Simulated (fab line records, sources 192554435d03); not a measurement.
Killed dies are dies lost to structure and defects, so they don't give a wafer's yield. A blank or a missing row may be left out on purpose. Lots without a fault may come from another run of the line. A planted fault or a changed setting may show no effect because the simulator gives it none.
fab line records | flow n5_finfet
record lots=5 wafers=15 last_day=18
route steps=1938 shown BEOL_M8@1397 BEOL_M9@1401 PASSIVATION@1936
lots that met no fault: from a run of the same line without faults
start_h: hours from the record's first day to the start of the lot's first wafer shown | wait_h: hours since the lot's step before | " the same as in the row above | L1.1+2: a row that stands for several wafers | - no value, or no start given | * or withheld: withheld | < > ~ a bound
route shown NAME@n: a module of which the file shows steps, and the number in the route of the first | usual: mean/standard deviation of fault-free wafers | same: alike in all rows | chamber/n: place in a boat | sites: the reading at each site | _std_site: their standard deviation | _edge_site: outer sites' mean less inner sites' | radius_mm: how far each site lies from the wafer's centre | mask NAME#n: copy n | behind: the tool/chamber that last shaped the wafer | hold: why the lot was held/for how many hours/how that ended | device: the transistor (n, p or np) that didn't switch | end of line: the same wafers' tests at the end of the route | a step without rows: its recipe alone | killed: dies lost to structure and defects at the first sort, not the wafer's yield | map: a wafer's dies, x killed, . not, _ none there
set.NAME: the setting as run; set.NAME@STEP: as run at that earlier step | model.NAME: the simulator's own value behind a step, which no gauge read
lots at some steps of the route; a table a step, a row a wafer
services: from which hour (start_h, from the record's first day; less than 0 if before it) a tool's chamber was out of use, for how many hours, and why
## steps
# step N5_BEOL_M8_PRE_CLEAN_55
# recipe gas=NH3 time_s=15 temp_c=withheld rf_power_w=300
# step N5_BEOL_M8_DEP_56
# recipe material=SiCN target_thk_a=100 temp_c=withheld precursor=3MS/NH3 pressure_torr=3 rf_w=202 time_s=17.5
# step N5_BEOL_M9_ILD_DEP_00
# recipe material=SiCOH_lowk target_thk_a=3085.1 temp_c=300 precursor=DEMS/porogen pressure_torr=5 rf_w=500 time_s=58
# step N5_BEOL_M9_CURE_71
# recipe temp_c=385 time_s=240 ambient=He/Ar material=SiCOH_lowk
# step N5_BEOL_M9_PECVD_70
# recipe material=SiO2 target_thk_a=200 temp_c=400 precursor=TEOS/O2 pressure_torr=5.5 rf_w=450 teos_flow_sccm=53.8 gas=O2 flow_sccm=3000 time_s=22.7
# step N5_BEOL_M9_HM_DEP_02
# recipe material=TiN target_thk_a=200 temp_c=25 chamber_pressure_pa=0.49996
# step N5_BEOL_M9_COAT_59
# recipe resist=SOC temp_c=250 time_s=60 spin_rpm=1500 resist_thk_nm=100
# step N5_BEOL_M9_COAT_60
# recipe resist=SiARC temp_c=220 time_s=60 spin_rpm=1500 resist_thk_nm=30
# step N5_BEOL_M9_COAT_05
# recipe resist=CAR-ArF spin_rpm=1500 resist_thk_nm=90
# usual exhaust_pa=45.0/0.99 spin_speed_rpm=1500.2/1
# columns lot.wafer tool chamber start_h wait_h exhaust_pa spin_speed_rpm model.CAR-ArF_of_BEOL_M9_COAT_05.thk_nm
L180.3 litho_track-05 0 235.09 - 43.8 1498.3 90.2
L180.4 " 0 " " 44.9 1499.3 90.2
L180.5 " 0 " " 45.1 1499.3 90
L193.2 litho_track-05 0 332.25 - 46.2 1569.1 87.6
L193.5 " 0 " " 45.9 1571.1 87.8
L193.6 " 0 " " 46.3 1568.3 87.4
L195.1 litho_track-05 0 339.27 - 43.2 1571.5 88
L195.4 " 0 " " 43.8 1571.1 87.6
L195.5 " 0 " " 43.6 1571.1 87.4
L194.2 litho_track-05 0 340.01 - 43.4 1569.9 87.8
L194.4 " 0 " " 44.8 1572.0 88
L194.5 " 0 " " 44.2 1571.3 87.8
L197.2 litho_track-04 0 353.42 - 44.1 1500.8 89.8
L197.4 " 0 " " 45.1 1500.0 90
L197.5 " 0 " " 44.1 1499.5 90
# step N5_BEOL_M9_EBR_07
# recipe solvent=PGMEA ebr_width_mm=1.5
# step N5_BEOL_M9_SOFTBAKE_06
# recipe temp_c=110 time_s=60 resist=CAR-ArF
# step N5_BEOL_M9_EXPOSE_08
# recipe mask_id=M9 na=1.35 source_shape=dipole sigma_inner=0.411 sigma_outer=0.611 polarization=te dose_mj=53.75
# step N5_BEOL_M9_PEB_09
# recipe peb_temp_c=withheld peb_time_s=60 resist=CAR-ArF
# step N5_BEOL_M9_DEVELOP_10
# recipe develop_time_s=30 developer=TMAH resist=CAR-ArF rinse_liquid=diw dry=air_spin dev_temp_c=23
# step N5_BEOL_M9_DESCUM_16
# recipe chemistry=O2 time_s=7.9 source_power_w=50 bias_power_w=20 pressure_mtorr=20 rf_frequency_hz=2.712e+07 temp_c=40 resist=CAR-ArF o2_flow_sccm=225
# step N5_BEOL_M9_ETCH_61
# recipe chemistry=CF4 target=SiARC target_depth_a=390 mask_material=CAR-ArF time_s=65 ion_energy_ev=80 pressure_mtorr=40 source_w=545 bias_w=36 Ar_flow_sccm=100 cf4_flow_sccm=100 ends=cleared
# usual bias_w=35.99/0.11 drypump_motor_current_A=5.4/0.32 etch_rf_on_time_s=64.0/2 oes_product_au=0.71/0.075 rf_vpp_V=184.0/1 showerhead_plenum_p_Torr=2.13/0.051 throttle_valve_pct=15.61/0.28
# columns lot.wafer tool chamber start_h wait_h bias_w drypump_motor_current_A etch_rf_on_time_s oes_product_au rf_hours_counter_h rf_vpp_V showerhead_plenum_p_Torr throttle_valve_pct model.CAR-ArF_of_BEOL_M9_COAT_05.thk_nm
L180.3 rie_diel-06 0 235.57 0.0 35.93 5.5 64.2 0.62 195 182.9 2.06 16.10 55.6
L180.4 " 2 " " 35.99 5.4 64.3 0.71 - 183.9 2.17 15.31 56
L180.5 " 0 " " 35.98 5.5 63.3 0.62 - 183.4 2.06 16.11 55.4
L193.2 rie_diel-06 3 333.13 0.0 35.85 4.9 64.7 0.60 230 183.9 2.10 15.76 53
L193.5 " 3 " " 36.01 4.9 64.6 0.61 - 182.7 2.09 15.75 53.2
L193.6 " 0 " " 35.94 5.5 64.5 0.60 - 183.7 2.05 16.17 52.8
L195.1 rie_diel-01 2 339.63 0.0 36.16 5.1 60.1 0.70 119 184.3 2.17 15.74 53.4
L195.4 " 3 " " 35.91 5.3 64.1 0.68 - 183.1 2.15 15.72 53.2
L195.5 " 1 " " 36.06 5.8 68.6 0.61 - 185.5 2.21 15.70 53
L194.2 rie_diel-06 1 340.58 0.0 36.15 5.8 63.2 0.77 27 183.8 2.09 15.17 53.2
L194.4 " 3 " " 36.12 4.9 64.4 0.60 231 183.0 2.09 15.75 53.4
L194.5 " 1 " " 36.10 5.7 62.9 0.78 - 183.1 2.09 15.17 53.4
L197.2 rie_diel-06 0 354.02 0.0 35.91 5.5 64.5 0.60 228 182.3 2.05 16.17 55.4
L197.4 " 3 " " 36.14 4.9 65.5 0.60 236 183.8 2.09 15.76 55.4
L197.5 " 0 " " 35.91 5.5 64.5 0.60 - 183.2 2.05 16.16 55.4
# step N5_BEOL_M9_ETCH_62
# recipe chemistry=N2/H2 target=SOC target_depth_a=1100 overetch_a=220 mask_material=SiARC temp_c=40 time_s=165 ion_energy_ev=200 pressure_mtorr=30 source_w=840 bias_w=150 n2_flow_sccm=200 h2_flow_sccm=200
# step N5_PASSIVATION_PROBE_49
# usual defect_limited_yield=91.0/1.4 killed_at_M0_to_M3=34/10 killed_at_M4_up=15/5.5 killed_at_contacts=12/6.1 killed_at_front_end=41/12 killed_at_other=4/3.4 killed_dies=106/17 killed_open=70/13 killed_short=34/7.4 sort_bin_5_function=5.3/1 sort_bin_6_memory=3.4/0.69 sort_bin_8_speed=0.03/0.22 sort_n_pass=1073/17 sort_yield_pct=91.0/1.4
# same gross_dies=1180 killed_at_back_side=0 sort_bin_4_leakage[%]=0
# columns lot.wafer tool chamber start_h wait_h defect_limited_yield[%] killed_at_M0_to_M3 killed_at_M4_up killed_at_contacts killed_at_front_end killed_at_other killed_dies killed_open killed_short sort_bin_5_function[%] sort_bin_6_memory[%] sort_bin_8_speed[%] sort_n_pass sort_yield_pct[%]
L180.3 prober-02 - 295.31 0.1 89.6 54 17 9 38 5 123 80 40 6.1 4.0 0 1057 89.6
L180.4 prober-02 - 295.36 0.2 88.6 44 16 13 60 2 135 83 46 5.8 4.8 0 1045 88.6
L180.5 prober-02 - 295.41 0.2 91.5 39 10 13 33 5 100 67 32 5.1 3.2 0 1080 91.5
L193.5 prober-01 - 409.03 0.2 93.6 31 12 6 19 7 75 48 25 4.2 2.0 0 1105 93.6
L195.1 prober-01 - 409.45 0.0 90.4 43 16 19 30 5 113 82 26 5.3 4.2 0 1067 90.4
L195.4 prober-01 - 409.60 0.2 90.4 35 25 22 28 3 113 63 43 5.5 3.4 0 1067 90.4
L197.2 prober-02 - 431.02 0.1 91.8 23 14 9 46 5 97 61 28 4.5 3.0 0 1083 91.8
L197.4 prober-02 - 431.12 0.2 92.5 31 13 14 26 4 88 61 25 4.1 3.1 0 1092 92.5
L197.5 prober-02 - 431.17 0.2 90.3 48 11 25 25 5 114 89 23 6.4 3.0 0 1066 90.3
# killed by level:class
L180.3 BEOL_M3:geometric_particle:open=14 BEOL_M0_SAQP:geometric_particle:short=12 BEOL_M1:geometric_particle:open=11 BEOL_M0_SAQP:geometric_particle:open=9 BEOL_M4:geometric_particle:open=9 STI_FIN_REVEAL:geometric_particle:open=8 MOL_CONTACT_COAG:geometric_particle:open=6 FIN_SAQP:geometric_particle:open=5
L180.4 STI_FIN_REVEAL:geometric_particle:open=15 BEOL_M0_SAQP:geometric_particle:short=13 DUMMY_GATE:geometric_particle:open=10 MOL_CONTACT_COAG:geometric_particle:open=9 GATE_CUT:geometric_particle:short=8 BEOL_M0_SAQP:geometric_particle:open=8 BEOL_M1:geometric_particle:open=7 BEOL_M4:geometric_particle:open=7
L180.5 BEOL_M0_SAQP:geometric_particle:open=14 BEOL_M0_SAQP:geometric_particle:short=12 MOL_CONTACT_COAG:geometric_particle:open=9 STI_FIN_REVEAL:geometric_particle:open=8 DUMMY_GATE:geometric_particle:open=6 BEOL_M2:geometric_particle:open=5 MOL_CONTACT_COAG:geometric_particle:short=4 BEOL_M4:geometric_particle:open=4
L193.5 BEOL_M2:geometric_particle:open=12 BEOL_M3:geometric_particle:open=6 BEOL_M2:geometric_particle:short=4 BEOL_M5:geometric_particle:open=4 STARTING-WAFER:geometric_particle:open=4 FIN_SAQP:geometric_particle:open=3 MOL_CONTACT_COAG:geometric_particle:short=3 MOL_CONTACT_COAG:geometric_particle:open=3
L195.1 MOL_CONTACT_COAG:geometric_particle:open=18 BEOL_M4:geometric_particle:open=12 BEOL_M0_SAQP:geometric_particle:open=10 BEOL_M3:geometric_particle:open=7 BEOL_M0:geometric_particle:open=7 BEOL_M1:geometric_particle:open=7 STI_FIN_REVEAL:geometric_particle:open=6 GATE_CUT:geometric_particle:short=5
L195.4 BEOL_M0_SAQP:geometric_particle:short=19 MOL_CONTACT_COAG:geometric_particle:open=18 BEOL_M0_SAQP:geometric_particle:open=12 BEOL_M4:geometric_particle:open=8 STI_FIN_REVEAL:geometric_particle:open=4 MOL_CONTACT_COAG:geometric_particle:short=4 BEOL_M4:geometric_particle:short=4 BEOL_M8:geometric_particle:open=4
L197.2 STI_FIN_REVEAL:geometric_particle:open=12 MOL_CONTACT_COAG:geometric_particle:open=8 FIN_SAQP:geometric_particle:open=5 STARTING-WAFER:geometric_particle:open=5 BEOL_M0_SAQP:geometric_particle:short=5 BEOL_M0_SAQP:geometric_particle:open=5 BEOL_M1:geometric_particle:open=5 HKMG_FIN:area_etch=5
L197.4 MOL_CONTACT_COAG:geometric_particle:open=11 BEOL_M1:geometric_particle:open=9 FIN_SAQP:geometric_particle:open=7 STI_FIN_REVEAL:geometric_particle:open=7 BEOL_M4:geometric_particle:open=7 BEOL_M0_SAQP:geometric_particle:open=6 BEOL_M2:geometric_particle:open=6 BEOL_M0_SAQP:geometric_particle:short=4
L197.5 MOL_CONTACT_COAG:geometric_particle:open=22 BEOL_M0_SAQP:geometric_particle:open=14 STI_FIN_REVEAL:geometric_particle:open=12 BEOL_M0_SAQP:geometric_particle:short=10 BEOL_M1:geometric_particle:open=9 BEOL_M4:geometric_particle:open=8 BEOL_M0:geometric_particle:open=6 FIN_SAQP:geometric_particle:open=4
## services
# columns tool chamber start_h hours kind
rie_diel-01 2 227.08 5.1 repair
rie_diel-06 1 234.66 - clean
rie_diel-06 1 234.66 - consumable_replace:focus_ring
rie_diel-06 1 234.66 20.9 scheduled_down
rie_diel-06 1 234.66 20.9 vent_cycle
rie_diel-01 3 236.89 6.2 repair
rie_diel-06 0 275.74 19.4 repair
## key
first_sign step=N5_BEOL_M9_COAT_05 reading=spin_speed_rpm direction=up sigmas=68 usual=* struck=*
effect none on later readings
model_effect step=N5_BEOL_M9_COAT_05 value=CAR-ArF_of_BEOL_M9_COAT_05.thk_nm without=89.78 struck=87.71
model_effect step=N5_BEOL_M9_ETCH_61 value=CAR-ArF_of_BEOL_M9_COAT_05.thk_nm without=55.18 struck=53.18
met_at N5_BEOL_M9_COAT_05
struck_wafers L193.2,L193.5,L193.6,L194.2,L194.4,L194.5,L195.1,L195.4,L195.5
rows_end L194.4,L195.5
onset_between 235.09 332.25
fault kind=process_parameter_drift tool=litho_track-05 chamber=- onset_h=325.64 steps=N5_BEOL_M9_COAT_05 channel=spin_rpm offset=* shape=step acts_in=* stated=*
# rows_end: these wafers met a further fault down the route, and their rows from its step on are left out
